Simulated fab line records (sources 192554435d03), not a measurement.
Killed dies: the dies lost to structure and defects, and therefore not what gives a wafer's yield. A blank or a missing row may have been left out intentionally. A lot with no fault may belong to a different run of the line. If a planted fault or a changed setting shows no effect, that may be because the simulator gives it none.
Chamber matching + flow n5-finfet + N5_BEOL_M2_DEP_57 on pecvd-03: 3 sister chambers
The step deposits SiCN from 3MS/NH3, target thk 8 nm, time 14 s. 6 wafers are shown with their chamber, then 8 later ones without.

WAFERS WITH THEIR CHAMBER
| wafer  | chamber | showerhead-plenum-p-Torr (Torr) | throttle-valve-pct (%) |
|--------|---------|---------------------------------|------------------------|
| L080.1 | 0       | 3.678                           | 8.6                    |
| L080.4 | 1       | 3.664                           | 8.8                    |
| L091.1 | 0       | 3.678                           | 8.7                    |
| L091.2 | 2       | 3.651                           | 7.8                    |
| L091.6 | 1       | 3.665                           | 8.8                    |
| L093.3 | 2       | 3.643                           | 8.3                    |

WAFERS WITH NO CHAMBER GIVEN
| wafer  | showerhead-plenum-p-Torr (Torr) | throttle-valve-pct (%) |
|--------|---------------------------------|------------------------|
| L093.4 | 3.671                           | 8.8                    |
| L093.6 | 3.657                           | 8.9                    |
| L097.2 | 3.641                           | 7.8                    |
| L097.3 | 3.664                           | 8.9                    |
| L097.6 | 3.637                           | 7.8                    |
| L096.3 | 3.664                           | 8.7                    |
| L096.4 | 3.665                           | 8.5                    |
| L096.6 | 3.655                           | 8.1                    |

WHICH CHAMBER EACH WENT THROUGH
| wafer  | from the rows above     | in truth                   |
|--------|-------------------------|----------------------------|
| L093.4 | can't be placed: 1 or 0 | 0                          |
| L093.6 | 1                       | 1                          |
| L097.2 | 2                       | 2                          |
| L097.3 | 1                       | 1                          |
| L097.6 | 2                       | 2                          |
| L096.3 | 1                       | 1                          |
| L096.4 | 1                       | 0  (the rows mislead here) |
| L096.6 | can't be placed: 2 or 1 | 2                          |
Placed correctly: 5 of 8. From these rows, 2 cannot be placed; in 2 the true chamber is one of the candidates. Placed wrongly: 1.
How it was worked out, from the rows above alone: a wafer's distance from a chamber is the root of the sum, over the readings, of the square of ((its reading less the chamber's mean) divided by the reading's scatter). The wafer belongs to the nearest chamber; if the next one is less than 2 further off, it can't be placed. A chamber's mean is the mean of its shown wafers. The scatter: take each reading less its chamber's mean, square it, sum over the shown wafers, divide by the number of wafers less the number of chambers, and take the root.
